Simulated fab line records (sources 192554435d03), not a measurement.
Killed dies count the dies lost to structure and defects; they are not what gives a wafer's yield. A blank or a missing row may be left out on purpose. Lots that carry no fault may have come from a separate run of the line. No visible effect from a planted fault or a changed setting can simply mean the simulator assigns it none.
What tool caused it? / flow n5-finfet / route of 1938 steps, sampled at 1 step: 12 lots, 36 wafers

## WHAT THE GAUGES READ, wafer by wafer
N5_BEOL_M13_OVL_MEAS_11.
lot=L074; measured=day 12 18:23; on=overlay-01; V12_OVL (nm)=-5 -4 1
lot=L077; measured=day 12 23:21; on=overlay-02; V12_OVL (nm)=3 1 4
lot=L079; measured=day 13 12:24; on=overlay-01; V12_OVL (nm)=3 -2 -3
lot=L081; measured=day 13 21:41; on=overlay-02; V12_OVL (nm)=2 8 -8
lot=L083; measured=day 14 08:10; on=overlay-02; V12_OVL (nm)=5 1 4
lot=L085; measured=day 14 13:43; on=overlay-01; V12_OVL (nm)=2 7 0
lot=L088; measured=day 15 15:16; on=overlay-01; V12_OVL (nm)=-5 3 3
lot=L091; measured=day 16 00:49; on=overlay-01; V12_OVL (nm)=3 8 2
lot=L090; measured=day 16 23:45; on=overlay-01; V12_OVL (nm)=3 6 5
lot=L092; measured=day 17 15:41; on=overlay-01; V12_OVL (nm)=-2 4 -2
lot=L094; measured=day 18 09:07; on=overlay-01; V12_OVL (nm)=7 2 0
lot=L097; measured=day 18 11:49; on=overlay-02; V12_OVL (nm)=3 0 -3

## EACH LOT AND THE TOOL THAT RAN IT (in order: tool; ch and the chambers of the sampled wafers; start)
Record: no process step prior to these readings.

## THE ANSWER, worked out from the rows above alone
Rule: usual is defined by the lots themselves. Put in order of their means at a reading, lots are off if they are a third of the lots or fewer, leave a main group of 4 or more, and stand apart from it by a gap of 3 or more times the standard deviation of the main group's means; of several such gaps the widest counts. Not used: any main group whose means are identical at the precision the tables above print for the reading. Also off: a lot with no number at a reading for which 4 or more lots have one. Where the step has rows for the other lots, those lots are counted as sound.
No lot is off on any of the readings shown, so nothing can be concluded from this.

## WHAT THE SIMULATOR HAD PUT IN
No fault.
